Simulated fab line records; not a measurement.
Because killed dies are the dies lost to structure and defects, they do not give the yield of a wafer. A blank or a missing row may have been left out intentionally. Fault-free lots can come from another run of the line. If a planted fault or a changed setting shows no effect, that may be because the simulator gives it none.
fab line records	flow nand_harc
record: lots: 6	wafers: 18	last_day: 33
route steps=1302 shown A_CONTACT@1072 A_BLC@1107 END@1302
lots untouched by any fault: they come from a run of this same line in which no faults occurred
start_h: hours from the record's opening day to when the first of the lot's shown wafers began	wait_h: hours from the lot's prior step to this one	" same as the row above	L1.1+2: a row that stands for several wafers	- value missing, or start not given	* or withheld: withheld	< > ~ a bound
route shown NAME@n: names a module that has steps shown in the file, with the first one's number in the route	usual: mean/standard deviation taken from wafers without a fault	same: alike in all rows	chamber/n: place in a boat	sites: per-site readings	_std_site: standard deviation of those values	_edge_site: the outer-site mean with the inner-site mean subtracted	radius_mm: for every site, how far away it sits from the centre of the wafer	mask NAME#n: copy n	behind: tool/chamber where the wafer was last shaped	hold: cause of the lot's hold/its duration in hours/its outcome	device: the transistor (n, p or np) that didn't switch	end of line: the same wafers' tests at the end of the route	for a step that has no rows: nothing shown but its recipe	killed: dies lost to structure and defects at the first sort, not the wafer's yield	map: a wafer's dies, marking killed ones x, the rest . and places with no die _
set.NAME: the run value of the setting; set.NAME@STEP: its run value at that earlier step	model.NAME: the simulator's own value behind a step, which no gauge read
lots at some steps of the route; a table a step, a row a wafer
services: the hour from which a tool's chamber was out of use, counted from the record's first day as start_h (under 0 if before that day), plus the number of hours and why
== steps ==
step: NHARC_A_CONTACT_COAT_02
recipe: spin_rpm: 1500	resist_thk_nm: 90
step: NHARC_A_CONTACT_SOFTBAKE_03
recipe: temp_c: 105	time_s: 55
step: NHARC_A_CONTACT_EBR_04
step: NHARC_A_CONTACT_EXPOSE_05
recipe: na: 1.35	sigma_outer: 0.8	dose_mj: 84.24	mask_id: A_CC
step: NHARC_A_CONTACT_PEB_06
recipe: peb_temp_c: 100	peb_time_s: 65
step: NHARC_A_CONTACT_DEVELOP_07
recipe: develop_time_s: 35	dev_temp_c: 23
step: NHARC_A_CONTACT_CD_MEAS_08
recipe: target_cd_nm: 200	landing_energy_ev: 500
usual: cd_nm: 199.7/0.67
same: landing_energy_ev: 500
lot.wafer	tool	chamber	start_h	wait_h	cd_nm
L837.1	cd_sem-01	0	548.55	-	199.5
L837.2	"	0	"	"	199.0
L837.6	"	0	"	"	200.0
L840.2	cd_sem-01	0	586.96	-	201.1
L840.4	"	0	"	"	201.2
L840.6	"	0	"	"	200.2
L849.1	cd_sem-02	0	663.08	-	199.7
L849.2	"	0	"	"	199.7
L849.5	"	0	"	"	200.0
L848.2	cd_sem-02	0	669.10	-	199.9
L848.4	"	0	"	"	200.4
L848.6	"	0	"	"	199.9
L855.1	cd_sem-03	0	735.11	-	200.1
L855.3	"	0	"	"	200.3
L855.4	"	0	"	"	199.1
L856.1	cd_sem-02	0	737.80	-	200.8
L856.4	"	0	"	"	199.4
L856.6	"	0	"	"	200.3
step: NHARC_A_CONTACT_OVL_MEAS_09
usual: overlay_x_nm: -0.2/0.71	overlay_y_nm: 0.1/0.87
lot.wafer	tool	chamber	start_h	wait_h	overlay_x_nm	overlay_y_nm
L837.1	overlay-01	-	548.64	-	0.2	0.5
L837.2	"	-	"	"	0.7	0.3
L837.6	"	-	"	"	0.7	0.6
L840.2	overlay-02	-	587.05	-	-2.0	-0.3
L840.4	"	-	"	"	-1.6	0.3
L840.6	"	-	"	"	-1.7	-0.2
L849.1	overlay-01	-	663.17	-	0.1	0.7
L849.2	"	-	"	"	-0.2	0.0
L849.5	"	-	"	"	-0.4	0.1
L848.2	overlay-02	-	669.18	-	0.2	-0.4
L848.4	"	-	"	"	-0.3	-0.4
L848.6	"	-	"	"	0.7	-0.6
L855.1	overlay-01	-	735.20	-	-0.7	-0.3
L855.3	"	-	"	"	-0.1	-0.2
L855.4	"	-	"	"	-0.6	-0.4
L856.1	overlay-02	-	737.89	-	0.6	0.2
L856.4	"	-	"	"	0.4	0.3
L856.6	"	-	"	"	0.5	0.3
step: NHARC_A_CONTACT_INSPECT_10
usual: raw_defect_count: 84/41
lot.wafer	tool	chamber	start_h	wait_h	raw_defect_count
L837.1	defect_inspect-02	-	548.67	0.0	63
L837.2	"	-	"	"	64
L837.6	"	-	"	"	66
L840.2	defect_inspect-01	-	587.08	0.0	111
L840.4	"	-	"	"	112
L840.6	"	-	"	"	109
L849.1	defect_inspect-01	-	663.20	0.0	104
L849.2	"	-	"	"	92
L849.5	"	-	"	"	103
L848.2	defect_inspect-02	-	669.22	0.0	127
L848.4	"	-	"	"	100
L848.6	"	-	"	"	89
L855.1	defect_inspect-01	-	735.24	0.0	51
L855.3	"	-	"	"	39
L855.4	"	-	"	"	34
L856.1	defect_inspect-01	-	737.93	0.0	132
L856.4	"	-	"	"	131
L856.6	"	-	"	"	137
step: NHARC_A_CONTACT_DESCUM_13
recipe: time_s: 3	o2_flow_sccm: 200	ar_flow_sccm: 0	bias_power_w: 0	chemistry: O2
step: NHARC_A_CONTACT_ETCH_88
recipe: target_depth_a: 390	over_etch_frac: 0.3	time_s: 65	ion_energy_ev: 80	cf4_flow_sccm: 150	ar_flow_sccm: 0	rf_w: 300	bias_w: 100	chemistry: CF4
usual: bias_w: 100.0/0.32	drypump_motor_current_A: 5.71/0.16	oes_product_au: 1.002/0.012	rf_vpp_V: 150.6/1.2	showerhead_plenum_p_Torr: 1.72/0.074	throttle_valve_pct: 13.284/0.01
same: time_s: 65
lot.wafer	tool	chamber	start_h	wait_h	bias_w	drypump_motor_current_A	oes_product_au	rf_hours_counter_h	rf_vpp_V	showerhead_plenum_p_Torr	throttle_valve_pct
L837.2	rie_diel-10	1	548.83	0.1	100.0	5.65	1.008	21	152.6	1.82	13.286
L837.1	"	2	"	"	100.2	5.89	1.008	22	149.3	1.65	13.279
L837.6	"	0	"	"	100.1	5.59	1.030	-	150.1	1.68	13.297
L840.2	rie_diel-10	0	587.23	0.1	100.0	5.63	1.018	25	149.0	1.67	13.290
L840.4	"	1	"	"	99.6	5.63	1.008	25	151.0	1.82	13.271
L840.6	"	1	"	"	100.0	5.60	1.017	-	152.7	1.82	13.292
L849.1	rie_diel-10	0	663.35	0.1	99.9	5.61	1.009	12	150.0	1.67	13.272
L849.2	"	2	"	"	99.5	5.88	0.988	12	151.0	1.64	13.287
L849.5	"	0	"	"	99.8	5.62	0.998	-	148.9	1.67	13.284
L848.4	rie_diel-10	0	669.37	0.1	99.9	5.59	0.991	13	149.9	1.67	13.286
L848.2	"	1	"	"	100.1	5.61	0.992	12	150.8	1.81	13.308
L848.6	"	3	"	"	100.0	5.82	0.998	-	149.9	1.68	13.284
L855.1	rie_diel-10	2	735.39	0.1	99.8	5.88	0.997	26	149.8	1.64	13.291
L855.4	"	3	"	"	99.9	5.81	0.993	24	149.9	1.68	13.273
L855.3	"	1	"	"	100.0	5.62	0.988	25	152.1	1.81	13.277
L856.4	rie_diel-10	0	738.08	0.1	99.6	5.62	0.995	25	150.6	1.67	13.268
L856.1	"	1	"	"	100.0	5.63	0.988	26	150.9	1.81	13.279
L856.6	"	0	"	"	99.6	5.63	0.990	-	150.3	1.67	13.270
step: NHARC_A_CONTACT_ETCH_89
recipe: target_depth_a: 2600	over_etch_frac: 0.3	time_s: 475.3	ion_energy_ev: 200	n2_flow_sccm: 150	h2_flow_sccm: 150	ar_flow_sccm: 0	rf_w: 400	bias_w: 150	chemistry: N2/H2
step: NHARC_A_CONTACT_ETCH_30
recipe: target_depth_a: 726	time_s: 36.3	cf4_flow_sccm: 100	chf3_flow_sccm: 30	ar_flow_sccm: 0	rf_w: 500	bias_w: 200	chemistry: CF4/CHF3
usual: bias_w: 199.9/0.63	drypump_motor_current_A: 5.71/0.15	oes_product_au: 0.941/0.023	rf_vpp_V: 369.1/2.5	showerhead_plenum_p_Torr: 1.53/0.068	throttle_valve_pct: 16.802/0.0093
same: time_s: 36.3
lot.wafer	tool	chamber	start_h	wait_h	bias_w	drypump_motor_current_A	oes_product_au	rf_hours_counter_h	rf_vpp_V	showerhead_plenum_p_Torr	throttle_valve_pct
L837.1	rie_diel-10	0	549.26	-	201.1	5.63	0.940	21	367.6	1.49	16.792
L837.2	"	2	"	"	198.8	5.92	0.928	23	366.7	1.46	16.794
L837.6	"	1	"	"	199.6	5.59	0.929	-	372.2	1.62	16.815
L840.4	rie_diel-10	3	587.67	-	199.8	5.79	0.982	26	367.9	1.50	16.799
L840.2	"	0	"	"	200.0	5.58	0.998	26	368.5	1.49	16.791
L840.6	"	2	"	"	200.0	5.88	0.968	-	366.6	1.46	16.797
L849.1	rie_diel-10	2	663.80	-	199.9	5.88	0.909	12	365.6	1.46	16.803
L849.2	"	3	"	"	198.9	5.78	0.920	13	367.2	1.50	16.796
L849.5	"	1	"	"	201.0	5.64	0.915	-	370.0	1.61	16.812
L848.4	rie_diel-10	3	669.81	-	200.0	5.81	0.909	13	368.2	1.49	16.792
L848.2	"	1	"	"	199.0	5.61	0.922	12	370.8	1.61	16.787
L848.6	"	3	"	"	200.2	5.81	0.915	-	368.3	1.49	16.806
L855.4	rie_diel-10	0	735.83	-	199.5	5.60	0.916	24	366.6	1.48	16.807
L855.1	"	1	"	"	199.4	5.60	0.910	25	373.5	1.61	16.807
L855.3	"	2	"	"	200.3	5.88	0.915	26	368.0	1.46	16.797
L856.1	rie_diel-10	0	738.51	-	199.7	5.62	0.916	25	368.5	1.48	16.802
L856.4	"	1	"	"	199.9	5.64	0.912	26	370.8	1.61	16.793
L856.6	"	0	"	"	200.1	5.60	0.921	-	368.3	1.48	16.796
step: NHARC_A_CONTACT_ETCH_31
recipe: target_depth_a: 28000	over_etch_frac: 0.3	time_s: 728	ion_energy_ev: 150	o2_flow_sccm: 400	cos_flow_sccm: 20	ar_flow_sccm: 0	rf_w: 500	bias_w: 300	chemistry: O2/COS
step: NHARC_A_CONTACT_ETCH_134
recipe: source_w: withheld	pressure_mtorr: 20	bias_v: withheld	time_s: 140	target_depth_a: 7000	ar_flow_sccm: withheld	c4f8_flow_sccm: withheld	o2_flow_sccm: withheld	chemistry: C4F8/O2/Ar
step: NHARC_A_CONTACT_ETCH_135
recipe: source_w: withheld	pressure_mtorr: 20	bias_v: 1200	time_s: 311	target_depth_a: 19120	ar_flow_sccm: withheld	c4f8_flow_sccm: withheld	o2_flow_sccm: withheld	chemistry: C4F8/O2/Ar
step: NHARC_A_CONTACT_ETCH_136
recipe: source_w: withheld	pressure_mtorr: 20	bias_v: 1200	time_s: 311	target_depth_a: 19120	ar_flow_sccm: withheld	c4f8_flow_sccm: withheld	o2_flow_sccm: withheld	chemistry: C4F8/O2/Ar
same: time_s: 311
lot.wafer	tool	chamber	start_h	wait_h	rf_hours_counter_h
L837.1	har_cap_etch-02	1	550.34	0.2	96
L837.2	"	0	"	"	96
L837.6	"	1	"	"	-
L840.2	har_cap_etch-01	0	588.90	0.3	15
L840.4	"	1	"	"	-
L840.6	"	1	"	"	-
L849.1	har_cap_etch-01	1	664.87	0.2	28
L849.2	"	0	"	"	28
L849.5	"	1	"	"	-
L848.2	har_cap_etch-03	1	670.87	0.2	72
L848.4	"	1	"	"	-
L848.6	"	0	"	"	-
L855.1	har_cap_etch-03	0	737.11	0.3	83
L855.3	"	1	"	"	-
L855.4	"	0	"	"	-
L856.1	har_cap_etch-02	0	739.59	0.2	130
L856.4	"	1	"	"	-
L856.6	"	0	"	"	-
step: NHARC_A_CONTACT_ETCH_137
recipe: source_w: withheld	pressure_mtorr: 20	bias_v: 1200	time_s: 311	target_depth_a: 19120	ar_flow_sccm: withheld	c4f8_flow_sccm: withheld	o2_flow_sccm: withheld	chemistry: C4F8/O2/Ar
step: NHARC_A_CONTACT_ETCH_138
recipe: source_w: withheld	pressure_mtorr: 20	bias_v: 1200	time_s: 311	target_depth_a: 19140	ar_flow_sccm: withheld	c4f8_flow_sccm: withheld	o2_flow_sccm: withheld	chemistry: C4F8/O2/Ar
step: NHARC_A_CONTACT_ETCH_139
recipe: source_w: withheld	pressure_mtorr: 20	bias_v: 400	time_s: 195	target_depth_a: 8400	ar_flow_sccm: withheld	c4f8_flow_sccm: 11.5	o2_flow_sccm: 7.2	chemistry: C4F8/O2/Ar
step: NHARC_A_CONTACT_ETCH_92
recipe: target_depth_a: 400	over_etch_frac: 0.5	time_s: 85.7	ion_energy_ev: 120	ch3f_flow_sccm: 50	o2_flow_sccm: 30	ar_flow_sccm: 200	rf_w: 500	bias_w: 100	chemistry: CH3F/O2
usual: bias_w: 100.00/0.3	drypump_motor_current_A: 5.9/0.33	oes_product_au: 0.930/0.019	rf_vpp_V: 243.3/1.4	showerhead_plenum_p_Torr: 2.39/0.086	throttle_valve_pct: 20.663/0.0099
same: time_s: 85.7
lot.wafer	tool	chamber	start_h	wait_h	bias_w	drypump_motor_current_A	oes_product_au	rf_hours_counter_h	rf_vpp_V	showerhead_plenum_p_Torr	throttle_valve_pct
L837.2	rie_diel-01	1	551.71	0.5	100.04	6.5	0.918	56	243.6	2.38	20.663
L837.1	"	0	"	"	99.59	5.7	0.927	51	244.2	2.44	20.673
L837.6	"	2	"	"	100.05	6.0	0.927	-	242.1	2.36	20.673
L840.4	rie_diel-10	1	590.63	0.4	99.51	5.6	0.942	27	245.4	2.53	20.676
L840.2	"	0	"	"	99.89	5.6	0.937	27	242.1	2.32	20.668
L840.6	"	1	"	"	99.60	5.6	0.941	-	246.0	2.53	20.674
L849.2	rie_diel-10	3	666.25	0.5	99.91	5.8	0.909	13	241.5	2.33	20.656
L849.1	"	0	"	"	100.03	5.6	0.918	13	240.9	2.32	20.677
L849.5	"	3	"	"	100.17	5.8	0.919	-	241.7	2.33	20.685
L848.2	rie_diel-10	0	672.24	0.5	100.23	5.6	0.923	13	241.2	2.32	20.681
L848.4	"	1	"	"	100.02	5.6	0.924	13	245.7	2.52	20.662
L848.6	"	0	"	"	100.05	5.6	0.923	-	242.0	2.32	20.655
L855.3	rie_diel-07	3	738.80	0.5	99.91	5.8	1.017	23	244.5	2.50	20.675
L855.1	"	0	"	"	100.39	5.1	1.007	24	242.5	2.40	20.656
L855.4	"	2	"	"	100.38	5.7	0.998	24	245.3	2.65	20.673
L856.4	rie_diel-10	3	740.99	0.4	100.23	5.8	0.934	26	243.4	2.33	20.674
L856.1	"	0	"	"	99.88	5.6	0.929	25	242.4	2.31	20.662
L856.6	"	2	"	"	100.06	5.9	0.932	-	240.2	2.27	20.668
step: NHARC_A_CONTACT_ETCH_98
recipe: target_depth_a: 200	over_etch_frac: 0.5	time_s: 10	ion_energy_ev: 250	c4f6_flow_sccm: 25	o2_flow_sccm: 20	ar_flow_sccm: 500	rf_w: 600	bias_w: 500	chemistry: C4F6/O2
step: NHARC_A_CONTACT_CD_MEAS_15
usual: cd_nm: 190.0/0.6
lot.wafer	tool	chamber	start_h	wait_h	cd_nm
L837.1	cd_sem-01	-	551.93	-	190.4
L837.2	"	-	"	"	190.6
L837.6	"	-	"	"	191.3
L840.2	cd_sem-01	-	590.85	-	189.8
L840.4	"	-	"	"	190.4
L840.6	"	-	"	"	190.2
L849.1	cd_sem-02	-	666.46	-	190.5
L849.2	"	-	"	"	191.2
L849.5	"	-	"	"	191.4
L848.2	cd_sem-01	-	672.46	-	190.7
L848.4	"	-	"	"	190.2
L848.6	"	-	"	"	190.6
L855.1	cd_sem-02	-	739.02	-	190.1
L855.3	"	-	"	"	190.1
L855.4	"	-	"	"	190.2
L856.1	cd_sem-03	-	741.18	-	188.8
L856.4	"	-	"	"	188.4
L856.6	"	-	"	"	188.7
step: NHARC_A_CONTACT_STRIP_107
recipe: n2_flow_sccm: 150	h2_flow_sccm: 150	ar_flow_sccm: 0	bias_w: 0	chemistry: N2/H2
step: NHARC_A_CONTACT_STRIP_108
recipe: cf4_flow_sccm: 100	chf3_flow_sccm: 30	ar_flow_sccm: 0	bias_w: 0	chemistry: CF4/CHF3
step: NHARC_A_CONTACT_STRIP_109
recipe: o2_flow_sccm: 400	cos_flow_sccm: 20	ar_flow_sccm: 0	bias_w: 0	chemistry: O2/COS
step: NHARC_A_CONTACT_ETCH_110
recipe: target_depth_a: 600	overetch_a: 60	time_s: 33	ion_energy_ev: 100	cf4_flow_sccm: 80	o2_flow_sccm: 20	ar_flow_sccm: 0	rf_w: 300	bias_w: 100	chemistry: CF4/O2
step: NHARC_A_CONTACT_STRIP_26
recipe: o2_flow_sccm: 500	ar_flow_sccm: 0	bias_w: 0	chemistry: O2
usual: drypump_motor_current_A: 5.9/0.33	oes_product_au: 1.000/0.011	rf_vpp_V: 57.6/0.88	showerhead_plenum_p_Torr: 3.43/0.12	throttle_valve_pct: 17.037/0.0096
same: bias_w: 0
lot.wafer	tool	chamber	start_h	wait_h	drypump_motor_current_A	oes_product_au	rf_hours_counter_h	rf_vpp_V	showerhead_plenum_p_Torr	throttle_valve_pct
L837.1	rie_diel-01	3	-	-	6.5	1.000	49	59.2	3.51	17.024
L837.2	"	0	"	"	5.7	1.003	51	59.1	3.50	17.041
L837.6	"	3	"	"	6.5	0.996	-	59.4	3.51	17.023
L840.2	rie_diel-10	3	-	-	5.8	1.022	28	58.2	3.36	17.037
L840.4	"	2	"	"	5.9	1.014	28	57.5	3.28	17.038
L840.6	"	0	"	"	5.5	1.011	-	57.0	3.34	17.027
L849.1	rie_diel-10	2	-	-	5.9	0.978	13	58.9	3.28	17.035
L849.2	"	0	"	"	5.6	0.982	13	59.1	3.33	17.044
L849.5	"	1	"	"	5.6	0.987	-	58.1	3.62	17.023
L848.2	rie_diel-01	2	-	-	6.0	1.012	27	57.6	3.37	17.026
L848.4	"	0	"	"	5.7	0.996	38	58.5	3.48	17.052
L848.6	"	3	"	"	6.5	0.999	-	58.4	3.49	17.032
L855.3	rie_diel-07	3	-	-	5.9	1.012	23	57.3	3.59	17.025
L855.4	"	0	"	"	5.1	1.008	24	58.9	3.44	17.030
L855.1	"	2	"	"	5.7	0.995	24	59.1	3.79	17.047
L856.4	rie_diel-07	0	-	-	5.1	0.994	24	58.5	3.44	17.050
L856.1	"	2	"	"	5.6	0.983	24	58.5	3.79	17.029
L856.6	"	3	"	"	5.9	1.005	-	57.5	3.59	17.047
step: NHARC_A_CONTACT_STRIP_27
recipe: time_s: 600	temp_c: 30	chemistry: post_etch_residue_remover
step: NHARC_A_CONTACT_ALD_18
recipe: target_thk_a: 30	pulse_time_s: 1	ald_cycles: 150	temp_c: 450	material: TiN
step: NHARC_A_CONTACT_CVD_19
recipe: target_thk_a: 3000	temp_c: 300	pressure_torr: 40	wf6_flow_sccm: 40	h2_flow_sccm: 1600	ar_flow_sccm: 1560	time_s: 802	material: W
step: NHARC_A_CONTACT_CMP_20
recipe: t_overpolish_s: 30	target_thk_nm: 300
usual: motor_current_A: 12.4/1.2	overpolish_run_s: 30.000/0.0093	slurry_filter_dp_kPa: 13.51/0.13	time_to_endpoint_s: 59/3.3
lot.wafer	tool	chamber	start_h	wait_h	motor_current_A	overpolish_run_s	slurry_filter_dp_kPa	time_to_endpoint_s
L837.2	cmp-04	2	553.98	0.7	14.2	30.000	13.41	56
L837.1	"	0	"	"	14.2	29.994	13.44	60
L837.6	"	1	"	"	10.7	30.012	13.64	54
L840.4	cmp-04	2	592.88	0.5	13.8	29.999	13.33	52
L840.2	"	3	"	"	11.8	29.998	13.43	54
L840.6	"	3	"	"	12.8	30.006	13.50	54
L849.2	cmp-02	3	668.53	0.8	11.0	30.007	13.74	61
L849.1	"	1	"	"	12.7	29.993	13.23	59
L849.5	"	3	"	"	10.5	30.006	13.42	63
L848.2	cmp-01	2	674.51	0.8	12.4	30.006	13.44	58
L848.4	"	0	"	"	12.4	30.007	13.54	58
L848.6	"	1	"	"	10.6	29.986	13.62	60
L855.1	cmp-02	0	741.08	0.8	11.2	30.000	13.60	65
L855.4	"	1	"	"	12.7	29.995	13.64	63
L855.3	"	2	"	"	14.1	29.994	13.40	60
L856.1	cmp-04	2	743.26	0.8	13.6	30.001	13.66	60
L856.4	"	3	"	"	11.3	29.997	13.59	59
L856.6	"	0	"	"	14.2	29.998	13.54	60
step: NHARC_A_CONTACT_SRD_22
step: NHARC_A_BLC_DEHYDRATE_00
recipe: temp_c: 150	time_s: 120
step: NHARC_A_BLC_HMDS_01
recipe: time_s: 30
step: NHARC_A_BLC_COAT_02
recipe: temp_c: 260	time_s: 75
step: NHARC_A_BLC_COAT_03
recipe: temp_c: 225	time_s: 65
step: NHARC_A_BLC_COAT_04
recipe: spin_rpm: 1500	resist_thk_nm: 90
step: NHARC_A_BLC_SOFTBAKE_05
recipe: temp_c: 105	time_s: 55
step: NHARC_A_BLC_EBR_06
step: NHARC_END_SORT_01
recipe: temp_c: 25
usual: killed_at_array: 54/21	killed_at_other: 1.0/1.2	killed_at_periphery: 3.6/2.6	killed_dies: 58/20	killed_open: 3.3/1.9	killed_short: 2.6/1.5
same: gross_dies: 677
lot.wafer	tool	chamber	start_h	wait_h	killed_at_array	killed_at_other	killed_at_periphery	killed_dies	killed_open	killed_short
L849.1	prober-02	0	714.25	2.5	97	1	7	105	2	1
L849.2	prober-02	0	715.04	2.8	153	1	2	156	5	2
L849.5	prober-02	0	717.42	3.7	118	0	6	124	3	0
L848.2	prober-02	0	722.82	2.8	91	1	4	96	7	1
L848.4	prober-02	0	724.44	3.4	146	0	3	149	5	3
L848.6	prober-02	0	726.06	4.1	134	2	3	139	0	2
killed by level:class
L849.1 A_CONTACT:unspecified=63 A_CHANNEL_HOLE_D1:chamber_film_flake=8 A_CHANNEL_HOLE_D2:chamber_film_flake=6 A_CONTACT:chamber_film_flake=5 P_STI:chamber_film_flake=4 A_SLIT:chamber_film_flake=4 A_BLC:chamber_film_flake=4 P_CONTACT:chamber_film_flake=3
L849.2 A_CONTACT:unspecified=94 A_CHANNEL_HOLE_D1:chamber_film_flake=27 A_CHANNEL_HOLE_D2:chamber_film_flake=11 A_CONTACT:chamber_film_flake=6 A_ONON_D2:geometric_particle:open=3 A_DECK1_JOINT:chamber_film_flake=2 A_BLC:chamber_film_flake=2 A_STAIRCASE:chamber_film_flake=2
L849.5 A_CONTACT:unspecified=43 A_CHANNEL_HOLE_D1:chamber_film_flake=29 A_CHANNEL_HOLE_D2:chamber_film_flake=27 A_CONTACT:chamber_film_flake=7 P_STI:chamber_film_flake=4 A_SLIT:chamber_film_flake=3 A_STAIRCASE:chamber_film_flake=2 A_BLC:chamber_film_flake=2
L848.2 A_CONTACT:unspecified=39 A_SLIT:chamber_film_flake=35 A_CHANNEL_HOLE_D2:chamber_film_flake=4 A_WL_FILL:geometric_particle:open=2 A_M0:geometric_particle:open=2 A_ZERO_WELL:chamber_film_flake=2 A_CONTACT:chamber_film_flake=2 P_CONTACT:geometric_particle:open=1
L848.4 A_CONTACT:unspecified=100 A_SLIT:chamber_film_flake=15 A_CHANNEL_HOLE_D2:chamber_film_flake=8 A_CHANNEL_HOLE_D1:chamber_film_flake=6 A_CONTACT:chamber_film_flake=4 A_WL_FILL:chamber_film_flake=3 A_BLC:chamber_film_flake=3 A_ONON_D2:geometric_particle:open=2
L848.6 A_CONTACT:unspecified=95 A_SLIT:chamber_film_flake=14 A_CHANNEL_HOLE_D2:chamber_film_flake=10 A_CHANNEL_HOLE_D1:chamber_film_flake=5 A_CONTACT:chamber_film_flake=5 A_WL_FILL:chamber_film_flake=3 THIN_TSV:chamber_film_flake=2 P_M0:geometric_particle:short=1
map L848.4 (x killed, . not)
____________.____________
_________......._________
_______x.........._______
______.............______
_____x..xx.x........_____
____xxxxx.xxx........____
____xxxxxxxxx........____
___xxxxxxxxxxx........___
___xxxxxxxxxxxx.......___
__x.xxxxxxxxxxx........__
__.xxxxxxxxxxxx........__
_..xx.xxxxxxxxxx..x....._
_....xxxxxxxxxx.x......._
_.....xxxxxxxxx.xx.....x_
_.....xxxxxxxxx........._
_......xxxxxxx.........._
......xxxxxxx............
......xxxxx.x............
..........x..............
..............x.........x
.........................
_......................._
_......................._
_.......x.....x........._
_.x....................._
_....x.............x.x.._
__................x....__
__.....................__
___...................___
___...................___
____.................____
____.................____
_____..............._____
______.......xx....______
_______....x......_______
_________..x.x.._________
____________.____________
map L849.2 (x killed, . not)
____________.____________
_________......._________
_______..........._______
______.............______
_____..x.xxx...x...._____
____...x.x...........____
____.....xx.xx.......____
___.....xxxxxx.x.x..x.___
___.....xxxxxxx....x..___
__.....xxxxxxxx.....x..__
__.....xxxxxxx.........__
_.....xxxxxxxxx........._
_.....xxxxxxxxx.x......._
_.....xxxxxxxxxx........_
_....x.xxxxxxxx........._
_....x.xxxxxxx.........._
......x.xxxxxxx..........
..........x.x............
.......x...x....x........
.........................
.........................
_......x..x.x..x........_
_....x..x..............._
_x.xx...x..x............_
_xx....x................_
_..x......x............._
__xx..x.x.xxxx.........__
__xx...xxxxx.x.........__
___..x...xxx..x.......___
___xxx...x............___
____.x..xxx.x........____
____..x.xxx..........____
_____.....x........._____
______x...x........______
_______..........._______
_________......._________
____________.____________
== services ==
tool	chamber	start_h	hours	kind
cmp-02	-	526.63	4.0	pm
rie_diel-10	0	526.96	-	clean
cmp-04	-	535.15	5.6	repair
rie_diel-10	-	542.03	2.6	repair
rie_diel-01	-	562.26	9.0	pm
cmp-01	-	577.50	4.0	pm
rie_diel-10	-	596.96	9.0	pm
cmp-04	-	602.85	4.0	pm
rie_diel-01	2	619.29	19.1	repair
cmp-02	-	624.74	4.0	pm
cmp-04	-	629.29	2.4	repair
cmp-02	-	644.17	12.2	repair
rie_diel-07	-	649.89	9.0	pm
cmp-01	-	656.90	4.5	repair
har_cap_etch-02	-	663.10	0.2	repair
cmp-01	-	675.50	4.0	pm
rie_diel-01	-	693.68	0.3	repair
cmp-04	-	700.85	4.0	pm
rie_diel-10	3	702.51	7.9	repair
rie_diel-10	0	709.55	4.3	repair
cmp-02	-	722.74	4.0	pm
cmp-01	-	733.67	1.6	repair
rie_diel-01	-	739.74	9.0	pm
rie_diel-10	1	741.86	3.3	repair
== key ==
first_sign: step: NHARC_END_SORT_01	reading: killed_dies	direction: up	sigmas: 3.4	usual: 58	struck: 128	wafers_moved: 4
effect: step: NHARC_END_SORT_01	reading: killed_at_array	direction: up	sigmas: 3.4	usual: 54	struck: 123	wafers_moved: 4
more_kills_born_at: NHARC_A_CONTACT_ETCH_30@rie_diel-10: 434
met_at NHARC_A_CONTACT_ETCH_30
struck_wafers L848.2,L848.4,L848.6,L849.1,L849.2,L849.5
tester_left_out L848,L849
onset_between 587.67 663.80
fault: kind: chamber_particle_source	tool: rie_diel-10	chamber: -	onset_h: 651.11	steps: NHARC_A_CONTACT_ETCH_30	rate_per_visit_cm2: 1.4793	end_h: 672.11
tester_left_out: of these lots the tester's yield and bins aren't shown, on N5 and GAA mostly nor the transistor test; their killed dies are dies lost to structure and defects alone, not to doping, threshold or leakage, so they don't give the yield
